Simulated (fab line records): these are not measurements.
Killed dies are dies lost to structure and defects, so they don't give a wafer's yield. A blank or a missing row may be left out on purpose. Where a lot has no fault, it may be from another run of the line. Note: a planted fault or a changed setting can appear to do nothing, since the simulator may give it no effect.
fab line records | flow nand_harc
record: lots: 12 wafers: 36 last_day: 34
route steps=1302 shown A_CHANNEL_HOLE_D2@590 END@1302
lots that met no fault: taken from a fault-free run of the same line
start_h: hours from the record's opening day to when the first of the lot's shown wafers began | wait_h: hours from the lot's prior step to this one | " the same as in the row above | L1.1+2: a row that stands for several wafers | - either no value or no given start | * or withheld: withheld | < > ~ a bound
route shown NAME@n: NAME is a module with steps in the file, n the number in the route of the first one | usual: the fault-free wafers' mean and standard deviation | same: alike in all rows | chamber/n: place in a boat | sites: each site's reading | _std_site: the standard deviation of these | _edge_site: mean of outer sites minus mean of inner sites | radius_mm: how far each site lies from the wafer's centre | mask NAME#n: copy n | behind: the last tool/chamber to shape the wafer | hold: why the lot went on hold/how many hours it stayed there/how the hold came to an end | device: the transistor (n, p or np) that didn't switch | end of line: the route-end tests of the same wafers | a step without rows: its recipe alone | killed: not the wafer's yield, but the dies lost to structure and defects at the first sort | map: shows each die of a wafer: x if killed, . if not, _ if none is there
set.NAME: the run value of the setting; set.NAME@STEP: its run value at that earlier step | model.NAME: the simulator's own value behind a step, which no gauge read
the route's steps for a sample of lots (tables are steps, rows are wafers)
services: from which hour (start_h, from the record's first day; less than 0 if before it) a tool's chamber was out of use, for how many hours, and why
== steps ==
step: NHARC_A_CHANNEL_HOLE_D2_CD_MEAS_18
usual: cd_nm: 99.7/1.6
columns lot.wafer tool chamber start_h wait_h cd_nm
L726.1 cd_sem-03 - 291.33 - 96.6
L726.2 " - " " 98.5
L726.3 " - " " 96.4
L727.1 cd_sem-01 - 307.16 - 98.9
L727.2 " - " " 100.4
L727.4 " - " " 99.6
L729.1 cd_sem-02 - 319.78 - 99.5
L729.2 " - " " 103.1
L729.3 " - " " 100.3
L732.1 cd_sem-02 - 352.53 - 99.4
L732.2 " - " " 100.1
L732.4 " - " " 99.7
L734.2 cd_sem-01 - 364.23 - 99.1
L734.5 " - " " 99.8
L734.6 " - " " 101.6
L736.2 cd_sem-02 - 391.18 - 100.4
L736.4 " - " " 99.0
L736.6 " - " " 98.2
L740.2 cd_sem-03 - 435.14 - 96.5
L740.3 " - " " 95.7
L740.6 " - " " 98.8
L742.2 cd_sem-02 - 453.52 - 101.6
L742.3 " - " " 101.2
L742.6 " - " " 101.1
L744.1 cd_sem-02 - 479.33 - 100.5
L744.5 " - " " 98.0
L744.6 " - " " 99.0
L748.3 cd_sem-01 - 513.54 - 97.0
L748.4 " - " " 96.5
L748.5 " - " " 99.5
L747.1 cd_sem-03 - 514.26 - 99.6
L747.4 " - " " 99.4
L747.5 " - " " 99.3
L749.1 cd_sem-01 - 521.27 - 97.9
L749.4 " - " " 100.5
L749.5 " - " " 100.0
step: NHARC_A_CHANNEL_HOLE_D2_ETCH_19
recipe: bias_v: 1200 source_w: 2500 pressure_mtorr: 15 time_s: 34.5 ar_flow_sccm: 375 c4f8_flow_sccm: 28.8 o2_flow_sccm: 96.2 temp_c: -20 target_depth_a: * chemistry: C4F8/O2/Ar
usual: drypump_motor_current_A: 5.8/0.31 showerhead_plenum_p_Torr: 3.73/0.12 throttle_valve_pct: 37.036/0.0089
columns lot.wafer tool chamber start_h wait_h drypump_motor_current_A rf_hours_counter_h showerhead_plenum_p_Torr throttle_valve_pct
L726.2 har_etch-01 0 291.55 0.2 6.1 145 3.75 37.029
L726.1 " 1 " " 5.5 145 3.68 37.047
L726.3 " 0 " " 6.1 - 3.75 37.042
L727.2 har_etch-02 0 307.23 0.1 6.2 370 3.77 37.041
L727.1 " 1 " " 5.6 370 3.49 37.039
L727.4 " 0 " " 6.2 - 3.77 37.039
L729.2 har_etch-02 1 319.85 0.1 5.6 378 3.49 37.034
L729.1 " 0 " " 6.2 378 3.77 37.035
L729.3 " 0 " " 6.2 - 3.76 37.039
L732.2 har_etch-01 1 352.60 0.1 5.4 179 3.66 37.042
L732.1 " 0 " " 6.1 179 3.73 37.034
L732.4 " 1 " " 5.5 - 3.66 37.026
L734.2 har_etch-01 1 364.32 0.1 5.5 186 3.66 37.034
L734.5 " 0 " " 6.1 - 3.72 37.018
L734.6 " 1 " " 5.4 - 3.66 37.052
L736.2 har_etch-02 1 394.02 2.8 5.6 0 3.99 37.039
L736.4 " 0 " " 6.2 - 3.75 37.021
L736.6 " 1 " " 5.6 - 3.99 37.042
L740.2 har_etch-02 1 436.93 1.8 5.7 34 3.97 37.050
L740.3 " 1 " " 5.6 - 3.97 37.021
L740.6 " 0 " " 6.2 - 3.73 37.033
L742.2 har_etch-02 1 453.59 0.1 5.7 42 3.96 37.040
L742.3 " 1 " " 5.7 - 3.96 37.018
L742.6 " 1 " " 5.7 - 3.96 37.031
L744.1 har_etch-01 0 480.49 1.2 6.1 255 3.68 37.050
L744.6 " 1 " " 5.5 - 3.62 37.024
L744.5 " 0 " " 6.1 - 3.68 37.036
L748.3 har_etch-01 1 513.83 0.3 5.5 - 3.61 37.035
L748.4 " 0 " " 6.1 - 3.67 37.038
L748.5 " 0 " " 6.1 - 3.67 37.031
L747.1 har_etch-02 1 514.58 0.3 5.6 80 3.94 37.035
L747.4 " 1 " " 5.6 - 3.94 37.035
L747.5 " 1 " " 5.6 - 3.94 37.026
L749.1 har_etch-01 0 521.34 0.1 6.1 274 3.67 37.015
L749.4 " 0 " " 6.1 - 3.67 37.041
L749.5 " 0 " " 6.1 - 3.67 37.032
step: NHARC_A_CHANNEL_HOLE_D2_ETCH_25
recipe: bias_v: 5000 source_w: withheld pressure_mtorr: 20 time_s: 1040.2 ar_flow_sccm: 375 c4f8_flow_sccm: 93.8 o2_flow_sccm: 31.2 temp_c: -20 target_depth_a: 15000 chemistry: C4F8/O2/Ar
usual: drypump_motor_current_A: 5.8/0.31 showerhead_plenum_p_Torr: 3.68/0.12 throttle_valve_pct: 32.236/0.0092
columns lot.wafer tool chamber start_h wait_h drypump_motor_current_A rf_hours_counter_h showerhead_plenum_p_Torr throttle_valve_pct
L726.2 har_etch-01 0 294.46 0.6 6.1 147 3.70 32.219
L726.1 " 1 " " 5.4 147 3.63 32.219
L726.3 " 0 " " 6.0 - 3.70 32.234
L727.2 har_etch-02 0 310.14 0.6 6.2 373 3.72 32.239
L727.1 " 1 " " 5.7 373 3.45 32.228
L727.4 " 0 " " 6.2 - 3.72 32.240
L729.2 har_etch-02 1 322.75 0.6 5.6 381 3.45 32.252
L729.1 " 0 " " 6.2 381 3.72 32.228
L729.3 " 0 " " 6.2 - 3.72 32.247
L732.2 har_etch-01 1 355.51 0.6 5.4 182 3.61 32.248
L732.1 " 0 " " 6.1 182 3.68 32.218
L732.4 " 1 " " 5.4 - 3.61 32.250
L734.2 har_etch-01 1 367.34 0.7 5.5 189 3.61 32.226
L734.5 " 0 " " 6.1 - 3.67 32.223
L734.6 " 1 " " 5.5 - 3.61 32.228
L736.2 har_etch-02 1 397.02 - 5.6 3 3.93 32.234
L736.4 " 0 " " 6.2 - 3.70 32.250
L736.6 " 1 " " 5.6 - 3.93 32.247
L740.2 har_etch-02 1 439.95 0.7 5.7 37 3.91 32.231
L740.3 " 1 " " 5.7 - 3.91 32.242
L740.6 " 0 " " 6.2 - 3.68 32.242
L742.2 har_etch-02 1 456.49 0.6 5.7 45 3.90 32.235
L742.3 " 1 " " 5.6 - 3.90 32.245
L742.6 " 1 " " 5.7 - 3.90 32.245
L744.1 har_etch-01 0 483.54 0.7 6.1 258 3.64 32.226
L744.6 " 1 " " 5.5 - 3.57 32.244
L744.5 " 0 " " 6.1 - 3.64 32.234
L748.3 har_etch-01 1 516.99 0.7 5.4 - 3.57 32.232
L748.4 " 0 " " 6.1 - 3.63 32.261
L748.5 " 0 " " 6.1 - 3.63 32.225
L747.1 har_etch-02 1 517.59 0.7 5.7 83 3.88 32.233
L747.4 " 1 " " 5.7 - 3.88 32.227
L747.5 " 1 " " 5.6 - 3.88 32.233
L749.1 har_etch-01 0 524.24 0.6 6.1 277 3.63 32.242
L749.4 " 0 " " 6.1 - 3.63 32.234
L749.5 " 0 " " 6.1 - 3.63 32.247
step: NHARC_A_CHANNEL_HOLE_D2_ETCH_27
recipe: bias_v: 400 source_w: 2000 pressure_mtorr: 25 time_s: 90 ar_flow_sccm: 375 c4f8_flow_sccm: 41.7 o2_flow_sccm: 83.3 temp_c: -20 target_depth_a: 4000 chemistry: C4F8/O2/Ar
usual: drypump_motor_current_A: 5.8/0.31 showerhead_plenum_p_Torr: 3.72/0.12 throttle_valve_pct: 27.620/0.0092
columns lot.wafer tool chamber start_h wait_h drypump_motor_current_A rf_hours_counter_h showerhead_plenum_p_Torr throttle_valve_pct
L726.2 har_etch-01 0 295.53 0.2 6.0 148 3.74 27.632
L726.1 " 1 " " 5.5 148 3.67 27.615
L726.3 " 0 " " 6.1 - 3.74 27.600
L727.2 har_etch-02 0 311.20 0.2 6.2 374 3.76 27.627
L727.1 " 1 " " 5.6 374 3.49 27.618
L727.4 " 0 " " 6.2 - 3.76 27.602
L729.2 har_etch-02 1 323.83 0.2 5.7 382 3.49 27.624
L729.1 " 0 " " 6.2 382 3.76 27.612
L729.3 " 0 " " 6.2 - 3.76 27.623
L732.2 har_etch-01 1 356.60 0.2 5.4 183 3.66 27.619
L732.1 " 0 " " 6.1 183 3.72 27.625
L732.4 " 1 " " 5.4 - 3.66 27.611
L734.2 har_etch-01 1 368.30 0.2 5.4 190 3.65 27.604
L734.5 " 0 " " 6.1 - 3.72 27.619
L734.6 " 1 " " 5.4 - 3.65 27.629
L736.2 har_etch-02 1 - - 5.7 4 3.98 27.618
L736.4 " 0 " " 6.2 - 3.74 27.621
L736.6 " 1 " " 5.6 - 3.98 27.632
L740.2 har_etch-02 1 440.91 0.2 5.6 38 3.96 27.609
L740.3 " 1 " " 5.7 - 3.96 27.607
L740.6 " 0 " " 6.2 - 3.72 27.622
L742.2 har_etch-02 1 457.58 0.2 5.6 46 3.95 27.627
L742.3 " 1 " " 5.6 - 3.95 27.609
L742.6 " 1 " " 5.6 - 3.95 27.610
L744.1 har_etch-01 0 484.51 0.2 6.1 259 3.68 27.627
L744.6 " 1 " " 5.5 - 3.61 27.605
L744.5 " 0 " " 6.1 - 3.68 27.609
L748.3 har_etch-01 1 517.84 0.2 5.4 - 3.61 27.619
L748.4 " 0 " " 6.0 - 3.67 27.632
L748.5 " 0 " " 6.1 - 3.67 27.616
L747.1 har_etch-02 1 518.55 0.2 5.7 84 3.93 27.622
L747.4 " 1 " " 5.6 - 3.93 27.611
L747.5 " 1 " " 5.6 - 3.93 27.625
L749.1 har_etch-01 0 525.31 0.2 6.1 278 3.67 27.612
L749.4 " 0 " " 6.1 - 3.67 27.625
L749.5 " 0 " " 6.1 - 3.67 27.613
step: NHARC_A_CHANNEL_HOLE_D2_INSPECT_40
usual: raw_defect_count: 278/76
columns lot.wafer tool chamber start_h wait_h raw_defect_count
L726.1 defect_inspect-01 - 297.28 - 312
L726.2 " - " " 416
L726.3 " - " " 291
L727.1 defect_inspect-01 - 312.92 - 299
L727.2 " - " " 357
L727.4 " - " " 293
L729.1 defect_inspect-01 - 327.11 - 380
L729.2 " - " " 222
L729.3 " - " " 317
L732.1 defect_inspect-01 - 358.33 - 344
L732.2 " - " " 397
L732.4 " - " " 387
L734.2 defect_inspect-02 - 370.01 - 257
L734.5 " - " " 253
L734.6 " - " " 235
L736.2 defect_inspect-02 - 399.83 - 335
L736.4 " - " " 265
L736.6 " - " " 216
L740.2 defect_inspect-01 - 442.60 - 802
L740.3 " - " " 1007
L740.6 " - " " 914
L742.2 defect_inspect-02 - 459.31 - 804
L742.3 " - " " 860
L742.6 " - " " 790
L744.1 defect_inspect-02 - 486.21 - 257
L744.5 " - " " 216
L744.6 " - " " 211
L748.3 defect_inspect-01 - 519.65 - 184
L748.4 " - " " 260
L748.5 " - " " 250
L747.1 defect_inspect-01 - 520.25 - 411
L747.4 " - " " 273
L747.5 " - " " 327
L749.1 defect_inspect-01 - 527.04 - 253
L749.4 " - " " 169
L749.5 " - " " 258
step: NHARC_END_SORT_01
recipe: temp_c: 25
usual: killed_at_array: 52/17 killed_at_other: 0.8/1.1 killed_at_periphery: 3.2/2.2 killed_dies: 57/17 killed_open: 3.4/1.8 killed_short: 2.4/1.6
same: gross_dies: 677
columns lot.wafer tool chamber start_h wait_h killed_at_array killed_at_other killed_at_periphery killed_dies killed_open killed_short
L740.2 prober-02 0 703.16 2.8 75 1 3 79 2 2
L740.3 prober-02 0 703.96 3.1 82 0 2 84 1 3
L740.6 prober-02 0 706.37 4.0 103 1 7 111 5 2
L742.2 prober-02 0 710.93 2.8 105 0 3 108 4 3
L742.3 prober-02 0 711.73 3.1 94 0 0 94 3 2
L742.6 prober-02 0 714.13 4.0 77 0 3 80 2 2
L744.1 prober-02 0 742.24 2.5 81 0 6 87 2 3
L744.5 prober-02 0 745.44 3.7 66 3 5 74 5 5
L744.6 prober-02 0 746.24 4.0 83 0 6 89 5 1
killed by level:class
L740.2 A_CHANNEL_HOLE_D2:unspecified=50 A_CHANNEL_HOLE_D1:chamber_film_flake=7 A_CONTACT:chamber_film_flake=6 A_WL_FILL:chamber_film_flake=3 P_GATE:chamber_film_flake=2 A_STAIRCASE:chamber_film_flake=2 A_SLIT:chamber_film_flake=2 P_CONTACT:geometric_particle:short=1
L740.3 A_CHANNEL_HOLE_D2:unspecified=55 A_CONTACT:chamber_film_flake=10 A_CHANNEL_HOLE_D1:chamber_film_flake=6 A_SLIT:chamber_film_flake=6 P_GATE:chamber_film_flake=2 A_ONON_D1:geometric_particle:open=1 A_DECK1_JOINT:geometric_particle:short=1 A_CHANNEL_FILL_D2:geometric_particle:short=1
L740.6 A_CHANNEL_HOLE_D2:unspecified=86 A_CHANNEL_HOLE_D1:chamber_film_flake=7 P_GATE:chamber_film_flake=4 A_CONTACT:chamber_film_flake=3 P_CONTACT:geometric_particle:open=2 A_STAIRCASE:chamber_film_flake=2 P_GATE:geometric_particle:open=1 A_SOURCE_PLATE:geometric_particle:open=1
L742.2 A_CHANNEL_HOLE_D2:unspecified=56 A_CHANNEL_HOLE_D1:chamber_film_flake=32 A_WL_FILL:chamber_film_flake=5 A_M0:geometric_particle:open=3 A_SLIT:chamber_film_flake=2 A_CONTACT:chamber_film_flake=2 P_M0:geometric_particle:open=1 A_CHANNEL_HOLE_D1:geometric_particle:short=1
L742.3 A_CHANNEL_HOLE_D2:unspecified=55 A_CHANNEL_HOLE_D1:chamber_film_flake=30 A_SOURCE_PLATE:geometric_particle:short=1 A_SOURCE_PLATE:geometric_particle:open=1 A_CHANNEL_FILL_D1:geometric_particle:open=1 A_CHANNEL_FILL_D2:geometric_particle:short=1 A_M0:geometric_particle:open=1 A_ZERO_WELL:chamber_film_flake=1
L742.6 A_CHANNEL_HOLE_D2:unspecified=55 A_WL_FILL:chamber_film_flake=4 A_CONTACT:chamber_film_flake=4 A_STAIRCASE:chamber_film_flake=3 A_SLIT:chamber_film_flake=3 A_CHANNEL_HOLE_D1:chamber_film_flake=2 A_ONON_D1:geometric_particle:short=1 A_CHANNEL_FILL_D1:geometric_particle:open=1
L744.1 A_CHANNEL_HOLE_D1:chamber_film_flake=33 A_SLIT:chamber_film_flake=21 A_CHANNEL_HOLE_D2:chamber_film_flake=14 A_WL_FILL:chamber_film_flake=7 P_M1:chamber_film_flake=3 A_M0:geometric_particle:short=2 P_M1:geometric_particle:open=1 A_CHANNEL_FILL_D1:geometric_particle:short=1
L744.5 A_SLIT:chamber_film_flake=21 A_CHANNEL_HOLE_D1:chamber_film_flake=19 A_CHANNEL_HOLE_D2:chamber_film_flake=9 P_M1:chamber_film_flake=4 A_WL_FILL:chamber_film_flake=3 THIN_TSV:chamber_film_flake=3 A_CHANNEL_FILL_D2:geometric_particle:short=2 A_WL_FILL:geometric_particle:short=2
L744.6 A_CHANNEL_HOLE_D1:chamber_film_flake=32 A_SLIT:chamber_film_flake=26 A_CHANNEL_HOLE_D2:chamber_film_flake=10 P_M1:chamber_film_flake=4 A_STAIRCASE:chamber_film_flake=4 A_WL_FILL:chamber_film_flake=3 A_CONTACT:chamber_film_flake=2 P_CONTACT:geometric_particle:short=1
== services ==
columns tool chamber start_h hours kind
har_etch-02 - 377.00 17.0 pm
har_etch-02 0 377.00 17.0 vent_cycle
har_etch-02 1 377.00 17.0 vent_cycle
har_etch-02 0 394.00 - clean
har_etch-02 0 394.00 - consumable_replace:esc
har_etch-02 0 394.00 - consumable_replace:focus_ring
har_etch-02 1 394.00 - clean
har_etch-02 1 394.00 - consumable_replace:esc
har_etch-02 1 394.00 - consumable_replace:focus_ring
har_etch-02 1 394.00 - consumable_replace:showerhead
== key ==
first_sign: step: NHARC_A_CHANNEL_HOLE_D2_INSPECT_40 reading: raw_defect_count direction: up sigmas: 7.7 usual: 278 struck: 863
effect: step: NHARC_END_SORT_01 reading: killed_at_array direction: up sigmas: 2.2 usual: 52 struck: 89 wafers_moved: 5
more_kills_born_at: NHARC_A_CHANNEL_HOLE_D2_ETCH_25@har_etch-02: 270
met_at NHARC_A_CHANNEL_HOLE_D2_ETCH_25
struck_lots L740,L742
tester_left_out L740,L742
not_acting_at NHARC_A_CHANNEL_HOLE_D2_CD_MEAS_18,NHARC_A_CHANNEL_HOLE_D2_ETCH_19,NHARC_A_CHANNEL_HOLE_D2_ETCH_27
onset_between 397.02 439.95
fault: kind: chamber_particle_source tool: har_etch-02 chamber: - onset_h: 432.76 steps: NHARC_A_CHANNEL_HOLE_D2_ETCH_25 rate_per_visit_cm2: 0.96277 end_h: 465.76
tester_left_out: of these lots the tester's yield and bins aren't shown, on N5 and GAA mostly nor the transistor test; their killed dies are dies lost to structure and defects alone, not to doping, threshold or leakage, so they don't give the yield
